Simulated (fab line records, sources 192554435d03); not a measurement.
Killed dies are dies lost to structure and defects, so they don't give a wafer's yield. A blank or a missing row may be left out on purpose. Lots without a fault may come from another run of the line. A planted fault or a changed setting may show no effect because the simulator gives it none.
Chamber matching | flow n5_finfet | N5_BEOL_M0_SAQP_STRIP_86 on rie_diel-01: 4 sister chambers
The step strips in N2/H2. 4 wafers are shown with their chamber, then 7 later ones without.

WAFERS WITH THEIR CHAMBER
wafer  | chamber | showerhead_plenum_p_Torr (Torr)
L090.6 | 3       | 3.26
L092.1 | 1       | 3.23
L093.3 | 0       | 3.49
L093.4 | 2       | 3.27

WAFERS WITHOUT THEIR CHAMBER
wafer  | showerhead_plenum_p_Torr (Torr)
L093.6 | 3.26
L094.1 | 3.22
L094.4 | 3.27
L094.6 | 3.26
L096.3 | 3.26
L096.4 | 3.48
L096.6 | 3.25

WHICH CHAMBER EACH WENT THROUGH
wafer  | from the rows above          | in truth
L093.6 | can't be placed: 3 or 2      | 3
L094.1 | 1                            | 1
L094.4 | can't be placed: 2 or 3      | 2
L094.6 | can't be placed: 3 or 2      | 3
L096.3 | can't be placed: 3 or 2      | 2
L096.4 | 0                            | 0
L096.6 | can't be placed: 3 or 1 or 2 | 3
Placed correctly: 2 of 7. Can't be placed from these rows: 5 (the true chamber is among the candidates in 5). Placed wrongly: 0.
How it was worked out, from the rows above alone: a wafer's distance from a chamber is the root of the sum, over the readings, of the square of ((its reading less the chamber's mean) divided by the reading's scatter). The wafer belongs to the nearest chamber; if the next one is less than 2 further off, it can't be placed. A chamber's mean is the mean of its shown wafers. The scatter: with one shown wafer a chamber, the root of the mean of the squares of how far each hidden wafer lies from its nearest shown one.
